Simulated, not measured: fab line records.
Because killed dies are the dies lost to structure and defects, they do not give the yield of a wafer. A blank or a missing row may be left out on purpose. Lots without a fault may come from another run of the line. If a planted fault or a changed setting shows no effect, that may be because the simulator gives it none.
fab line records	flow nand-harc
[record] lots = 14	wafers = 42	last-day = 32
route steps=1302 shown A_DECK1_JOINT@528 A_ONON_D2@548 A_CHANNEL_HOLE_D2@570 END@1302
lots that met no fault: taken from a fault-free run of the same line
start-h: hours from the record's opening day to when the first of the lot's shown wafers began	wait-h: hours since the lot's step before	" as in the row above	L1.1+2: a row that stands for several wafers	- no value, or no start given	* or withheld: withheld	< > ~ a bound
route shown NAME@n: NAME is a module with steps in the file, n the number in the route of the first one	usual: mean/standard deviation of fault-free wafers	same: alike in all rows	chamber/n: place in a boat	sites: readings site by site	_std_site: the values' standard deviation	_edge_site: mean of outer sites minus mean of inner sites	radius-mm: how far each site lies from the wafer's centre	mask NAME#n: copy n	behind: tool/chamber where the wafer was last shaped	hold: cause of the lot's hold/its duration in hours/its outcome	device: which transistor (n, p or np) failed to switch	end of line: the tests these same wafers got at the end of their route	a step without rows: its recipe alone	killed: dies lost to structure and defects at the first sort, not the wafer's yield	map: per-die view of a wafer (x killed, . not killed, _ where there is no die)
set.NAME: the run value of the setting; set.NAME@STEP: its run value at that earlier step	model.NAME: the simulator's own value behind a step, which no gauge read
steps of the route over a sample of lots; a table a step, a row a wafer
services: the hour from which a tool's chamber was out of use, counted from the record's first day as start-h (under 0 if before that day), plus the number of hours and why
[[steps]]
[step NHARC_A_DECK1_JOINT_THK_MEAS_14]
[recipe] thk-meas-gauge = ellipsometry
[usual] thk-nm = 50.7/1.7
lot.wafer	tool	chamber	start-h	wait-h	thk-nm
L527.2	film-metro-01	-	269.85	0.2	50.2
L527.4	"	-	"	"	51.6
L527.6	"	-	"	"	48.4
L528.2	film-metro-02	-	269.85	0.2	50.9
L528.3	"	-	"	"	52.5
L528.6	"	-	"	"	51.0
L529.4	film-metro-01	-	287.89	0.2	48.2
L529.5	"	-	"	"	48.9
L529.6	"	-	"	"	50.1
L530.3	film-metro-02	-	287.89	0.2	51.6
L530.4	"	-	"	"	50.5
L530.6	"	-	"	"	48.3
L532.3	film-metro-02	-	301.00	0.2	48.4
L532.4	"	-	"	"	50.2
L532.5	"	-	"	"	49.1
L531.1	film-metro-02	-	301.00	0.2	50.1
L531.4	"	-	"	"	53.5
L531.5	"	-	"	"	53.5
L539.1	film-metro-02	-	368.71	0.2	50.7
L539.3	"	-	"	"	51.5
L539.4	"	-	"	"	50.3
L541.1	film-metro-01	-	389.89	0.2	50.9
L541.3	"	-	"	"	49.3
L541.6	"	-	"	"	51.5
L540.2	film-metro-01	-	395.28	0.2	50.2
L540.4	"	-	"	"	49.0
L540.5	"	-	"	"	50.3
L542.1	film-metro-01	-	403.58	0.2	49.4
L542.3	"	-	"	"	52.6
L542.4	"	-	"	"	50.4
L543.2	film-metro-02	-	415.65	0.2	52.3
L543.3	"	-	"	"	53.5
L543.5	"	-	"	"	49.1
L544.1	film-metro-02	-	437.34	0.2	52.8
L544.2	"	-	"	"	55.1
L544.4	"	-	"	"	52.6
L545.1	film-metro-01	-	445.99	0.2	50.5
L545.3	"	-	"	"	49.8
L545.5	"	-	"	"	50.8
L549.2	film-metro-01	-	471.25	0.2	52.3
L549.3	"	-	"	"	51.5
L549.4	"	-	"	"	52.4
[step NHARC_A_ONON_D2_THK_MEAS_05]
[recipe] thk-meas-gauge = ellipsometry
[usual] thk-nm = 1000/9.4
lot.wafer	tool	chamber	start-h	wait-h	thk-nm
L528.2	film-metro-02	-	294.33	-	1013
L528.3	"	-	"	"	1014
L528.6	"	-	"	"	1012
L527.2	film-metro-01	-	294.50	-	999
L527.4	"	-	"	"	1000
L527.6	"	-	"	"	1000
L529.4	film-metro-01	-	311.68	-	1005
L529.5	"	-	"	"	1008
L529.6	"	-	"	"	1007
L530.3	film-metro-02	-	311.68	-	983
L530.4	"	-	"	"	983
L530.6	"	-	"	"	983
L532.3	film-metro-02	-	325.69	-	999
L532.4	"	-	"	"	998
L532.5	"	-	"	"	998
L531.1	film-metro-02	-	325.81	-	998
L531.4	"	-	"	"	997
L531.5	"	-	"	"	998
L539.1	film-metro-02	-	395.25	-	998
L539.3	"	-	"	"	998
L539.4	"	-	"	"	998
L541.1	film-metro-02	-	418.47	-	998
L541.3	"	-	"	"	999
L541.6	"	-	"	"	997
L540.2	film-metro-01	-	421.09	-	1004
L540.4	"	-	"	"	1003
L540.5	"	-	"	"	1003
L542.1	film-metro-01	-	433.28	-	1015
L542.3	"	-	"	"	1014
L542.4	"	-	"	"	1014
L543.2	film-metro-02	-	444.18	-	1013
L543.3	"	-	"	"	1012
L543.5	"	-	"	"	1011
L544.1	film-metro-02	-	464.30	-	988
L544.2	"	-	"	"	988
L544.4	"	-	"	"	987
L545.1	film-metro-02	-	469.53	-	1004
L545.3	"	-	"	"	1004
L545.5	"	-	"	"	1003
L549.2	film-metro-02	-	496.84	-	1004
L549.3	"	-	"	"	1006
L549.4	"	-	"	"	1005
[step NHARC_A_CHANNEL_HOLE_D2_DEP_00]
[recipe] target-thk-a = 31000	temp-c = 400	material = aC
[usual] throttle-valve-pct = 35.000/0.008
lot.wafer	tool	chamber	start-h	wait-h	throttle-valve-pct
L527.2	acl-dep-01	0	306.96	0.4	34.995
L527.4	"	0	"	"	35.002
L527.6	"	0	"	"	34.996
L528.2	acl-dep-02	0	306.97	0.4	35.005
L528.3	"	0	"	"	34.994
L528.6	"	0	"	"	35.000
L530.3	acl-dep-03	0	325.52	0.7	35.004
L530.4	"	0	"	"	34.998
L530.6	"	0	"	"	34.986
L529.4	acl-dep-01	0	325.55	1.0	34.997
L529.5	"	0	"	"	34.992
L529.6	"	0	"	"	35.005
L531.1	acl-dep-03	0	338.38	0.1	34.994
L531.4	"	0	"	"	35.007
L531.5	"	0	"	"	35.006
L532.3	acl-dep-02	0	339.00	0.7	35.001
L532.4	"	0	"	"	35.007
L532.5	"	0	"	"	35.005
L532.3	acl-dep-03	0	342.75	3.4	34.993
L532.4	"	0	"	"	35.003
L532.5	"	0	"	"	35.004
L539.1	acl-dep-03	0	411.96	2.7	34.973
L539.3	"	0	"	"	34.999
L539.4	"	0	"	"	35.004
L539.1	acl-dep-03	0	415.69	3.4	34.996
L539.3	"	0	"	"	34.999
L539.4	"	0	"	"	35.001
L540.2	acl-dep-03	0	431.06	0.4	35.010
L540.4	"	0	"	"	35.006
L540.5	"	0	"	"	34.999
L541.1	acl-dep-01	0	432.16	1.5	35.002
L541.3	"	0	"	"	34.993
L541.6	"	0	"	"	34.995
L542.1	acl-dep-02	0	450.98	0.3	35.013
L542.3	"	0	"	"	35.008
L542.4	"	0	"	"	35.004
L543.2	acl-dep-01	0	461.64	2.6	35.017
L543.3	"	0	"	"	35.010
L543.5	"	0	"	"	34.997
L544.1	acl-dep-02	0	479.17	2.7	34.990
L544.2	"	0	"	"	35.007
L544.4	"	0	"	"	35.015
L545.1	acl-dep-02	0	481.73	0.5	34.997
L545.3	"	0	"	"	35.008
L545.5	"	0	"	"	35.007
L549.2	acl-dep-03	0	509.46	0.4	34.999
L549.3	"	0	"	"	34.983
L549.4	"	0	"	"	34.988
[step NHARC_A_CHANNEL_HOLE_D2_CD_MEAS_10]
[recipe] target-cd-nm = 100	landing-energy-ev = 500
[usual] cd-nm = 100.1/0.46
lot.wafer	tool	chamber	start-h	wait-h	cd-nm
L528.2	cd-sem-03	0	309.27	-	100.3
L528.3	"	0	"	"	99.4
L528.6	"	0	"	"	99.6
L527.2	cd-sem-01	0	309.42	-	99.9
L527.4	"	0	"	"	99.9
L527.6	"	0	"	"	99.9
L529.4	cd-sem-01	0	327.34	-	100.0
L529.5	"	0	"	"	101.2
L529.6	"	0	"	"	100.9
L530.3	cd-sem-02	0	327.56	-	99.9
L530.4	"	0	"	"	99.6
L530.6	"	0	"	"	100.4
L531.1	cd-sem-02	0	340.90	-	100.5
L531.4	"	0	"	"	99.7
L531.5	"	0	"	"	99.9
L532.3	cd-sem-01	0	344.85	-	100.4
L532.4	"	0	"	"	100.4
L532.5	"	0	"	"	100.6
L539.1	cd-sem-01	0	418.29	-	100.1
L539.3	"	0	"	"	99.6
L539.4	"	0	"	"	100.0
L540.2	cd-sem-02	0	433.39	-	100.6
L540.4	"	0	"	"	101.3
L540.5	"	0	"	"	100.7
L541.1	cd-sem-02	0	434.90	-	100.2
L541.3	"	0	"	"	99.9
L541.6	"	0	"	"	99.8
L542.1	cd-sem-03	0	453.63	-	100.0
L542.3	"	0	"	"	100.0
L542.4	"	0	"	"	100.1
L543.2	cd-sem-02	0	463.85	-	100.0
L543.3	"	0	"	"	100.2
L543.5	"	0	"	"	100.0
L544.1	cd-sem-01	0	481.84	-	99.3
L544.2	"	0	"	"	100.0
L544.4	"	0	"	"	100.1
L545.1	cd-sem-03	0	484.38	-	100.0
L545.3	"	0	"	"	100.8
L545.5	"	0	"	"	100.2
L549.2	cd-sem-02	0	511.64	-	99.5
L549.3	"	0	"	"	100.2
L549.4	"	0	"	"	100.2
[step NHARC_END_SORT_01]
[recipe] temp-c = 25
[usual] killed-at-array = 55/23	killed-at-other = 1.0/1.2	killed-at-periphery = 3.2/2.7	killed-dies = 59/23	killed-open = 3.1/1.6	killed-short = 2.2/1.5
[same] gross-dies = 677
lot.wafer	tool	chamber	start-h	wait-h	killed-at-array	killed-at-other	killed-at-periphery	killed-dies	killed-open	killed-short
L532.3	prober-01	0	606.05	3.1	670	1	6	677	2	5
L532.4	prober-01	0	606.85	3.4	668	2	7	677	3	9
L532.5	prober-01	0	607.65	3.7	668	2	7	677	4	3
L539.1	prober-01	0	681.13	2.5	673	1	3	677	3	2
L539.3	prober-01	0	682.74	3.1	675	0	2	677	3	2
L539.4	prober-01	0	683.55	3.4	674	2	1	677	0	1
// killed by level:class
L532.3 A_CHANNEL_HOLE_D2:area-dep=587 A_CHANNEL_HOLE_D1:chamber-film-flake=40 A_CHANNEL_HOLE_D2:chamber-film-flake=26 A_CONTACT:chamber-film-flake=7 A_M1:chamber-film-flake=4 P_M2:chamber-film-flake=2 A_WL_FILL:chamber-film-flake=2 P_STI:geometric-particle:short=1
L532.4 A_CHANNEL_HOLE_D2:area-dep=574 A_CHANNEL_HOLE_D2:chamber-film-flake=39 A_CHANNEL_HOLE_D1:chamber-film-flake=36 P_ZERO_WELL:chamber-film-flake=4 A_CONTACT:chamber-film-flake=4 A_CHANNEL_FILL_D2:geometric-particle:short=3 A_ONON_D1:geometric-particle:short=2 A_WL_FILL:geometric-particle:short=2
L532.5 A_CHANNEL_HOLE_D2:area-dep=610 A_CHANNEL_HOLE_D1:chamber-film-flake=24 A_CHANNEL_HOLE_D2:chamber-film-flake=20 P_ZERO_WELL:chamber-film-flake=3 P_M2:chamber-film-flake=3 A_CONTACT:chamber-film-flake=3 A_CHANNEL_FILL_D1:geometric-particle:open=2 A_CHANNEL_FILL_D1:chamber-film-flake=2
L539.1 A_CHANNEL_HOLE_D2:area-dep=619 A_SLIT:chamber-film-flake=31 A_CHANNEL_HOLE_D1:chamber-film-flake=10 A_STAIRCASE:chamber-film-flake=4 A_CONTACT:chamber-film-flake=4 P_M0:geometric-particle:open=1 A_DECK1_JOINT:geometric-particle:short=1 A_ONON_D2:geometric-particle:short=1
L539.3 A_CHANNEL_HOLE_D2:area-dep=622 A_SLIT:chamber-film-flake=32 A_STAIRCASE:chamber-film-flake=6 A_CONTACT:chamber-film-flake=6 A_CHANNEL_HOLE_D1:chamber-film-flake=5 P_GATE:geometric-particle:short=1 P_M2:geometric-particle:open=1 A_DECK1_JOINT:geometric-particle:short=1
L539.4 A_CHANNEL_HOLE_D2:area-dep=630 A_SLIT:chamber-film-flake=24 A_CHANNEL_HOLE_D1:chamber-film-flake=10 A_CONTACT:chamber-film-flake=4 A_CHANNEL_FILL_D1:chamber-film-flake=2 A_STAIRCASE:chamber-film-flake=2 A_WL_FILL:geometric-particle:short=1 P_CONTACT:chamber-film-flake=1
[[services]]
tool	chamber	start-h	hours	kind
acl-dep-03	-	297.73	13.0	pm
acl-dep-01	-	368.33	13.0	pm
acl-dep-02	-	423.60	13.0	pm
acl-dep-03	-	481.09	13.0	pm
[[key]]
[first-sign] step = NHARC_A_CHANNEL_HOLE_D2_DEP_00	reading = visit	direction = added
[effect] step = NHARC_END_SORT_01	reading = killed-at-array	direction = up	sigmas = 27	usual = 55	struck = 671
[more-kills-born-at] NHARC_A_CHANNEL_HOLE_D2_DEP_00@acl-dep-03 = 3643
met-at NHARC_A_CHANNEL_HOLE_D2_DEP_00
struck-lots L532,L539
later-rows-left-out L532.3,L532.4,L532.5,L539.1,L539.3,L539.4
tester-left-out L532,L539
not-acting-at NHARC_A_DECK1_JOINT_THK_MEAS_14,NHARC_A_ONON_D2_THK_MEAS_05,NHARC_A_CHANNEL_HOLE_D2_CD_MEAS_10
[fault] kind = repeated-step-whole	tool = acl-dep-01,acl-dep-02,acl-dep-03	chamber = -	onset-h = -	steps = NHARC_A_CHANNEL_HOLE_D2_DEP_00	times = 1	scope = struck-lots-only
// tester-left-out: of these lots the tester's yield and bins aren't shown, on N5 and GAA mostly nor the transistor test; their killed dies are dies lost to structure and defects alone, not to doping, threshold or leakage, so they don't give the yield
// later-rows-left-out: the simulator's readings of these wafers behind a module that went badly wrong aren't trusted and aren't shown, but for the sort
